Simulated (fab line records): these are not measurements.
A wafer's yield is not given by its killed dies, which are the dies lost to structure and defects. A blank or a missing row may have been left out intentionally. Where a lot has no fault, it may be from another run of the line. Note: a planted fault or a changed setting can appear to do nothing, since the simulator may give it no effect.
Problem report in the 8D (eight disciplines) form, filled by code	flow nand harc	the parts of the form that need people (team, actions taken, sign-off) are left out

== 1. THE ISSUE ==
exposure dose mJ cm2 at NHARC_THIN_TSV_EXPOSE_09 reads a mean of 28.249 on 6 wafers of 2 lots; wafers without a fault read 30.702 with a standard deviation of 0.029. Measured from the usual mean, that is -85 standard deviations.
The step: exposes mask TSV.
Seen first at day 31 06:58 on krf scanner-04, wafer L129.2. Wafers with a number at this step in the record: 36, from 12 lots. Rule for "out", or "out of limits": more than 4 standard deviations from the usual mean. The other wafers with a number count as sound.

== 2. WHAT IT IS, AND WHAT IT ISN'T ==
question	is	is not
which readings at this step	exposure dose mJ cm2	-
which lots	L129, L133	L112, L115, L117, L118, L120, L121, L122, L123, L124, L134
which wafers of those lots	all that have a number	-
read on which tools	krf scanner-04	krf scanner-02, krf scanner-03
when	from day 31 06:58	up to then (27 sound wafers); but 3 sound wafers of L134 came after

== 3. SUSPECTS, AND WHAT RULES EACH OUT ==
Counting: a tool at a process step up to the reading stays a suspect if it ran every lot that is out and no sound lot after the first of them.
- krf scanner-04 at NHARC_THIN_TSV_EXPOSE_09 (exposes mask TSV): kept. Every lot that is out went through it, starting with L129 (day 31 06:58), and after that it ran no sound lot; the last sound lot it ran before then is L121 (day 27 11:46). Out on those wafers are its own readings of exposure dose mJ cm2.
After counting, what remains is krf scanner-04 at NHARC_THIN_TSV_EXPOSE_09.

== 4. THE CAUSE (what the simulator had put in) ==
Process parameters drifting: krf scanner-04 at NHARC_THIN_TSV_EXPOSE_09, beginning at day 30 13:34. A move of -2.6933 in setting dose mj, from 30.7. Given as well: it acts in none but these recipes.
The count eliminated every tool but this one.

== 5. THE CHAIN OF EFFECTS, in route order ==
Each row: a reading where the mean over the struck wafers with a number is more than 3 standard deviations away from the usual. Readings are gone through only where the record gives a usual standard deviation; hours: the median, over the lots, of the time from a lot's start at the first step in this table giving one to that lot's start at this step; sigmas: the change measured in usual standard deviations.
hours	step	reading	usual	on struck wafers	change	sigmas
0	NHARC_THIN_TSV_EXPOSE_09	exposure dose mJ cm2	30.702	28.249	-2.453	-85
The process steps in it:
- NHARC_THIN_TSV_EXPOSE_09: exposes mask TSV.
Later measuring or inspecting steps at which every struck wafer that the step has a row for has a number for every such reading, and none has moved that far: NHARC_END_SORT_01.

== 6. HOW IT WOULD HAVE BEEN CAUGHT EARLIER ==
In this record no reading fell out of limits until day 31 06:58, 17 hours after the fault had begun at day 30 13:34.
